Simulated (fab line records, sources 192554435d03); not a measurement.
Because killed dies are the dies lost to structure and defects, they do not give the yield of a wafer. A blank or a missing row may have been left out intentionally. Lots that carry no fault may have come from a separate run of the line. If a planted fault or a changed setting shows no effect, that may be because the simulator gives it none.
Chamber matching / flow n5_finfet / N5_BEOL_M13_ETCH_59 on rie_diel-01: 4 sister chambers
The step etches BARC in N2/H2, target depth 89 nm, overetch 26.7 nm, time 67.9 s. 4 wafers are shown with their chamber, then 7 later ones without.

## EACH WAFER AND ITS CHAMBER
wafer=L584.2; chamber=2; drypump_motor_current_A (A)=5.0
wafer=L584.5; chamber=3; drypump_motor_current_A (A)=4.6
wafer=L583.1; chamber=0; drypump_motor_current_A (A)=5.5
wafer=L583.2; chamber=1; drypump_motor_current_A (A)=5.8

## WAFERS WITH NO CHAMBER GIVEN
wafer=L583.5; drypump_motor_current_A (A)=4.7
wafer=L582.3; drypump_motor_current_A (A)=5.7
wafer=L582.4; drypump_motor_current_A (A)=4.7
wafer=L582.5; drypump_motor_current_A (A)=5.5
wafer=L587.1; drypump_motor_current_A (A)=5.8
wafer=L587.4; drypump_motor_current_A (A)=4.7
wafer=L587.6; drypump_motor_current_A (A)=5.5

## CHAMBER TAKEN BY EACH
wafer=L583.5; from the rows above=3; in truth=3
wafer=L582.3; from the rows above=can't be placed: 1 or 0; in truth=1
wafer=L582.4; from the rows above=3; in truth=3
wafer=L582.5; from the rows above=0; in truth=0
wafer=L587.1; from the rows above=1; in truth=1
wafer=L587.4; from the rows above=3; in truth=3
wafer=L587.6; from the rows above=0; in truth=0
6 of 7 placed correctly. Can't be placed from these rows: 1 (the true chamber is among the candidates in 1). Number placed wrongly: 0.
How it was worked out, from the rows above alone: a wafer's distance from a chamber is the root of the sum, over the readings, of the square of ((its reading less the chamber's mean) divided by the reading's scatter). The wafer belongs to the nearest chamber; if the next one is less than 2 further off, it can't be placed. A chamber's mean is the mean of its shown wafers. The scatter: root of mean squared gap, hidden wafer to nearest shown wafer, with one shown wafer a chamber.
